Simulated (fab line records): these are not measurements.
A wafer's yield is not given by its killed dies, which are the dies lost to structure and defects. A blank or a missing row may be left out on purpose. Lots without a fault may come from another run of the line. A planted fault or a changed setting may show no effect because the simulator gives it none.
Which tool is to blame? :: flow n5Finfet :: 27 wafers from 9 lots sampled at 8 of the route's 1938 steps

## WHAT THE GAUGES SHOWED, per wafer
N5_STI_FIN_REVEAL_FIN_H_MEAS_10.
lot: L751
measured: day 2 13:24
on: ocd-01
trenchDepthNm (nm): 52.0 52.4 51.9

lot: L752
measured: day 2 19:57
on: ocd-02
trenchDepthNm (nm): 52.3 53.0 52.2

lot: L757
measured: day 4 01:55
on: ocd-01
trenchDepthNm (nm): 51.2 52.8 52.7

lot: L758
measured: day 4 07:11
on: ocd-01
trenchDepthNm (nm): 52.3 51.7 52.1

lot: L759
measured: day 4 15:35
on: ocd-01
trenchDepthNm (nm): 52.2 53.4 51.9

lot: L760
measured: day 4 20:52
on: ocd-02
trenchDepthNm (nm): 51.9 50.5 50.9

lot: L761
measured: day 5 01:27
on: ocd-02
trenchDepthNm (nm): 51.3 51.9 51.7

lot: L764
measured: day 5 18:53
on: ocd-01
trenchDepthNm (nm): 52.4 52.1 52.4

lot: L771
measured: day 7 13:17
on: ocd-02
trenchDepthNm (nm): 51.5 52.7 52.5

N5_STI_FIN_REVEAL_INSPECT_13: inspects for defects (darkfield).
lot: L751
measured: day 2 13:29
on: defectInspect-01
rawDefectCount: 14 28 6

lot: L752
measured: day 2 20:02
on: defectInspect-01
rawDefectCount: 7 14 18

lot: L757
measured: day 4 02:00
on: defectInspect-01
rawDefectCount: 20 15 13

lot: L758
measured: day 4 07:17
on: defectInspect-02
rawDefectCount: 5 4 3

lot: L759
measured: day 4 15:41
on: defectInspect-02
rawDefectCount: 12 10 14

lot: L760
measured: day 4 20:57
on: defectInspect-01
rawDefectCount: 6 10 14

lot: L761
measured: day 5 01:34
on: defectInspect-02
rawDefectCount: 8 9 26

lot: L764
measured: day 5 18:58
on: defectInspect-01
rawDefectCount: 5 9 17

lot: L771
measured: day 7 13:22
on: defectInspect-01
rawDefectCount: 8 9 10

N5_DUMMY_GATE_THK_MEAS_05.
lot: L751
measured: day 2 17:41
on: filmMetro-02
thkNm (nm): 71.4 72.6 72.3

lot: L752
measured: day 3 00:13
on: filmMetro-02
thkNm (nm): 72.0 72.7 72.2

lot: L757
measured: day 4 08:01
on: filmMetro-02
thkNm (nm): 73.3 72.2 73.3

lot: L758
measured: day 4 11:28
on: filmMetro-01
thkNm (nm): 75.3 72.4 70.6

lot: L759
measured: day 4 21:20
on: filmMetro-02
thkNm (nm): 71.6 70.0 74.8

lot: L760
measured: day 5 01:26
on: filmMetro-01
thkNm (nm): 72.4 72.5 71.5

lot: L761
measured: day 5 06:02
on: filmMetro-02
thkNm (nm): 70.9 75.6 72.9

lot: L764
measured: day 5 23:48
on: filmMetro-01
thkNm (nm): 74.2 72.7 73.1

lot: L771
measured: day 7 17:33
on: filmMetro-01
thkNm (nm): 53.1 50.9 50.9

N5_SDB_THK_MEAS_31.
lot: L751
measured: day 4 00:31
on: filmMetro-02
SDB_THK (nm): 63.6 64.9 64.6

lot: L752
measured: day 4 03:25
on: filmMetro-02
SDB_THK (nm): 64.3 64.9 64.4

lot: L757
measured: day 5 13:45
on: filmMetro-02
SDB_THK (nm): 65.6 64.4 65.5

lot: L758
measured: day 5 16:49
on: filmMetro-01
SDB_THK (nm): 67.5 64.7 62.9

lot: L759
measured: day 6 02:10
on: filmMetro-02
SDB_THK (nm): 63.9 62.3 67.0

lot: L760
measured: day 6 06:50
on: filmMetro-01
SDB_THK (nm): 64.5 64.6 63.7

lot: L761
measured: day 6 09:12
on: filmMetro-01
SDB_THK (nm): 63.2 67.9 65.2

lot: L764
measured: day 7 03:04
on: filmMetro-02
SDB_THK (nm): 66.4 64.9 65.4

lot: L771
measured: day 8 23:00
on: filmMetro-01
SDB_THK (nm): 45.3 43.2 43.1

N5_BEOL_M4_RC_MEAS_101.
lot: L751
measured: day 8 09:23
on: prober-01
DIBL_N (mV/V): 34.7 33.8 37.8
DIBL_P (mV/V): 35.3 35.0 38.8
IOFF_N (nA/um): 0.13 0.13 0.20
IOFF_P (nA/um): 0.19 0.19 0.25
ION_N (uA/um): 665 687 689
ION_P (uA/um): 459 467 467
SS_N (mV/dec): 71.2 71.0 71.7
SS_P (mV/dec): 73.2 73.7 74.1
VT_N (mV): 251 249 246
VT_P (mV): -253 -251 -249

lot: L752
measured: day 8 09:34
on: prober-02
DIBL_N (mV/V): 37.8 34.9 38.9
DIBL_P (mV/V): 36.7 33.9 38.6
IOFF_N (nA/um): 0.16 0.13 0.19
IOFF_P (nA/um): 0.19 0.17 0.23
ION_N (uA/um): 666 677 688
ION_P (uA/um): 450 462 463
SS_N (mV/dec): 71.9 69.7 71.8
SS_P (mV/dec): 73.9 73.0 73.7
VT_N (mV): 249 252 248
VT_P (mV): -254 -255 -251

lot: L757
measured: day 9 13:09
on: prober-02
DIBL_N (mV/V): 38.0 39.4 34.8
DIBL_P (mV/V): 36.7 38.2 32.6
IOFF_N (nA/um): 0.21 0.22 0.13
IOFF_P (nA/um): 0.23 0.24 0.16
ION_N (uA/um): 690 699 684
ION_P (uA/um): 468 469 462
SS_N (mV/dec): 71.7 72.1 71.1
SS_P (mV/dec): 73.6 74.7 72.6
VT_N (mV): 246 249 253
VT_P (mV): -250 -248 -253

lot: L758
measured: day 9 11:29
on: prober-02
DIBL_N (mV/V): 37.2 34.5 38.6
DIBL_P (mV/V): 36.0 33.0 38.7
IOFF_N (nA/um): 0.17 0.13 0.20
IOFF_P (nA/um): 0.22 0.18 0.26
ION_N (uA/um): 678 658 677
ION_P (uA/um): 465 457 469
SS_N (mV/dec): 72.8 71.3 72.6
SS_P (mV/dec): 73.9 72.6 73.6
VT_N (mV): 248 250 246
VT_P (mV): -248 -250 -246

lot: L759
measured: day 10 08:27
on: prober-02
DIBL_N (mV/V): 40.9 36.3 31.0
DIBL_P (mV/V): 45.1 39.3 32.1
IOFF_N (nA/um): 0.28 0.17 0.09
IOFF_P (nA/um): 0.36 0.23 0.13
ION_N (uA/um): 698 685 647
ION_P (uA/um): 474 472 449
SS_N (mV/dec): 72.8 71.2 69.7
SS_P (mV/dec): 75.9 72.8 71.9
VT_N (mV): 240 247 256
VT_P (mV): -244 -251 -257

lot: L760
measured: day 10 14:59
on: prober-01
DIBL_N (mV/V): 36.7 36.1 35.3
DIBL_P (mV/V): 37.0 36.3 35.5
IOFF_N (nA/um): 0.18 0.17 0.14
IOFF_P (nA/um): 0.25 0.24 0.24
ION_N (uA/um): 681 673 662
ION_P (uA/um): 472 471 462
SS_N (mV/dec): 71.6 72.1 71.9
SS_P (mV/dec): 73.8 73.8 73.0
VT_N (mV): 246 249 253
VT_P (mV): -245 -248 -246

lot: L761
measured: day 10 14:43
on: prober-02
DIBL_N (mV/V): 40.1 38.5 42.5
DIBL_P (mV/V): 39.8 38.5 42.6
IOFF_N (nA/um): 0.20 0.19 0.27
IOFF_P (nA/um): 0.30 0.28 0.36
ION_N (uA/um): 671 681 700
ION_P (uA/um): 470 477 479
SS_N (mV/dec): 72.0 71.6 73.1
SS_P (mV/dec): 74.3 73.3 74.9
VT_N (mV): 249 246 244
VT_P (mV): -244 -243 -242

lot: L764
measured: day 11 07:29
on: prober-02
DIBL_N (mV/V): 36.1 35.9 37.0
DIBL_P (mV/V): 36.5 35.4 37.1
IOFF_N (nA/um): 0.15 0.16 0.17
IOFF_P (nA/um): 0.20 0.20 0.23
ION_N (uA/um): 674 684 683
ION_P (uA/um): 462 460 463
SS_N (mV/dec): 71.9 71.3 71.3
SS_P (mV/dec): 73.4 73.3 73.4
VT_N (mV): 251 248 248
VT_P (mV): -251 -251 -248

lot: L771
measured: day 13 05:25
on: prober-02
DIBL_N (mV/V): 38.8 37.5 37.8
DIBL_P (mV/V): 40.2 39.5 38.9
IOFF_N (nA/um): 0.22 0.20 0.18
IOFF_P (nA/um): 0.29 0.29 0.25
ION_N (uA/um): 696 696 679
ION_P (uA/um): 472 480 466
SS_N (mV/dec): 72.0 72.4 72.2
SS_P (mV/dec): 74.7 74.3 74.3
VT_N (mV): 247 245 249
VT_P (mV): -244 -244 -245

## WHAT TOOL EACH LOT RAN ON (gives the tool, then ch and the chambers of the sampled wafers, and finally the start)
lot: L751
N5_STI_FIN_REVEAL_ALD_14: aldSin-01 ch 1,2, day 2 04:43
N5_DUMMY_GATE_CVD_03: lpcvd-01 ch 0/20,0/25,0/34, day 2 13:41
N5_DUMMY_GATE_ETCH_44: rieSi-02 ch 1,2, day 2 23:07

lot: L752
N5_STI_FIN_REVEAL_ALD_14: aldSin-01 ch 0,2, day 2 10:43
N5_DUMMY_GATE_CVD_03: lpcvd-01 ch 0/100,0/109,0/90, day 2 20:14
N5_DUMMY_GATE_ETCH_44: rieSi-01 ch 0,1, day 3 05:26

lot: L757
N5_STI_FIN_REVEAL_ALD_14: aldSin-03 ch 0,3, day 3 17:11
N5_DUMMY_GATE_CVD_03: lpcvd-01 ch 1/65,1/75,1/84, day 4 02:12
N5_DUMMY_GATE_ETCH_44: rieSi-04 ch 0,1,3, day 4 15:15

lot: L758
N5_STI_FIN_REVEAL_ALD_14: aldSin-03 ch 0,1,3, day 3 22:29
N5_DUMMY_GATE_CVD_03: lpcvd-02 ch 0/45,0/50,0/59, day 4 07:29
N5_DUMMY_GATE_ETCH_44: rieSi-04 ch 1,3, day 4 16:46

lot: L759
N5_STI_FIN_REVEAL_ALD_14: aldSin-02 ch 0,1,3, day 4 06:53
N5_DUMMY_GATE_CVD_03: lpcvd-01 ch 0/40,0/45,0/50, day 4 17:21
N5_DUMMY_GATE_ETCH_44: rieSi-02 ch 0,1,3, day 5 02:40

lot: L760
N5_STI_FIN_REVEAL_ALD_14: aldSin-03 ch 0,3, day 4 10:29
N5_DUMMY_GATE_CVD_03: lpcvd-01 ch 1/45,1/54,1/59, day 4 21:28
N5_DUMMY_GATE_ETCH_44: rieSi-04 ch 2,3, day 5 06:46

lot: L761
N5_STI_FIN_REVEAL_ALD_14: aldSin-03 ch 0,1,3, day 4 16:49
N5_DUMMY_GATE_CVD_03: lpcvd-02 ch 1/100,1/109,1/95, day 5 02:02
N5_DUMMY_GATE_ETCH_44: rieSi-04 ch 1,2, day 5 11:24

lot: L764
N5_STI_FIN_REVEAL_ALD_14: aldSin-03 ch 0,1,2, day 5 09:44
N5_DUMMY_GATE_CVD_03: lpcvd-02 ch 1/15,1/25,1/39, day 5 19:36
N5_DUMMY_GATE_ETCH_44: rieSi-04 ch 1,3, day 6 05:00

lot: L771
N5_STI_FIN_REVEAL_ALD_14: aldSin-02 ch 0,1,3, day 7 04:46
N5_DUMMY_GATE_CVD_03: lpcvd-02 ch 0/65,0/79,0/89, day 7 13:34
N5_DUMMY_GATE_ETCH_44: rieSi-04 ch 0,1,2, day 7 22:51
- N5_STI_FIN_REVEAL_ALD_14: deposits Si3N4, target thk 3 nm.
- N5_DUMMY_GATE_CVD_03: deposits a-Si from SiH4, target thk 150 nm, time 8042 s.
- N5_DUMMY_GATE_ETCH_44: etches poly-Si in HBr/O2, stops on SiO2, target depth 127.5 nm.

## AS READ BY THE TOOLS THEMSELVES (means over the sampled wafers that have a number; for cases with no such wafer, the mark the record gives instead)
N5_STI_FIN_REVEAL_ALD_14.
lot: L751
tool: aldSin-01
heaterPowerW (W): 800

lot: L752
tool: aldSin-01
heaterPowerW (W): 803

lot: L757
tool: aldSin-03
heaterPowerW (W): 778

lot: L758
tool: aldSin-03
heaterPowerW (W): 764

lot: L759
tool: aldSin-02
heaterPowerW (W): 973

lot: L760
tool: aldSin-03
heaterPowerW (W): 779

lot: L761
tool: aldSin-03
heaterPowerW (W): 777

lot: L764
tool: aldSin-03
heaterPowerW (W): 801

lot: L771
tool: aldSin-02
heaterPowerW (W): 971

N5_DUMMY_GATE_ETCH_44.
lot: L751
tool: rieSi-02
drypumpMotorCurrentA (A): 5.5
oesProductAu (a.u.): 0.724
throttleValvePct (%): 18.09

lot: L752
tool: rieSi-01
drypumpMotorCurrentA (A): 5.4
oesProductAu (a.u.): 0.740
throttleValvePct (%): 18.32

lot: L757
tool: rieSi-04
drypumpMotorCurrentA (A): 5.6
oesProductAu (a.u.): 0.724
throttleValvePct (%): 18.44

lot: L758
tool: rieSi-04
drypumpMotorCurrentA (A): 5.6
oesProductAu (a.u.): 0.726
throttleValvePct (%): 18.50

lot: L759
tool: rieSi-02
drypumpMotorCurrentA (A): 5.7
oesProductAu (a.u.): 0.719
throttleValvePct (%): 18.35

lot: L760
tool: rieSi-04
drypumpMotorCurrentA (A): 5.1
oesProductAu (a.u.): 0.720
throttleValvePct (%): 18.34

lot: L761
tool: rieSi-04
drypumpMotorCurrentA (A): 5.5
oesProductAu (a.u.): 0.746
throttleValvePct (%): 18.64

lot: L764
tool: rieSi-04
drypumpMotorCurrentA (A): 5.6
oesProductAu (a.u.): 0.733
throttleValvePct (%): 18.50

lot: L771
tool: rieSi-04
drypumpMotorCurrentA (A): 5.6
oesProductAu (a.u.): 0.628
throttleValvePct (%): 18.58

## THE ANSWER, worked out from the rows above alone
Rule: what is usual is taken from the lots themselves. The widest of any qualifying gaps counts: lots, ordered by their means at a reading, are off when they make up no more than a third of the lots, leave a main group of 4 or more, and stand apart from it by 3 or more times the standard deviation of that group's means. If all means in a main group match to the digits the tables above print for the reading, that group is not used. Also off: a lot with no number at a reading for which 4 or more lots have one. Where the step has rows for the other lots, those lots are counted as sound. Order of review: gauges by route order, followed by the tools' own readings, for which a lot's mean as printed above is used. At the first step where some lot is off, the reading lying furthest off is the one used; lots without a number count as furthest.
Off: L771 (N5_DUMMY_GATE_THK_MEAS_05, thkNm). For the main group the mean is 72.6 nm and the standard deviation 0.47.
If a tool, at a process step before that reading, ran all the lots that are off and no sound lot after the first of them, it fits. Not tried: the gauges at N5_DUMMY_GATE_THK_MEAS_05; whatever is off there is also off at N5_BEOL_M4_RC_MEAS_101, on other tools, and gauge error can't account for it. This does not decide it: 2 tools fit, namely aldSin-02 at N5_STI_FIN_REVEAL_ALD_14 and lpcvd-02 at N5_DUMMY_GATE_CVD_03.

## WHAT WAS PUT IN BY THE SIMULATOR
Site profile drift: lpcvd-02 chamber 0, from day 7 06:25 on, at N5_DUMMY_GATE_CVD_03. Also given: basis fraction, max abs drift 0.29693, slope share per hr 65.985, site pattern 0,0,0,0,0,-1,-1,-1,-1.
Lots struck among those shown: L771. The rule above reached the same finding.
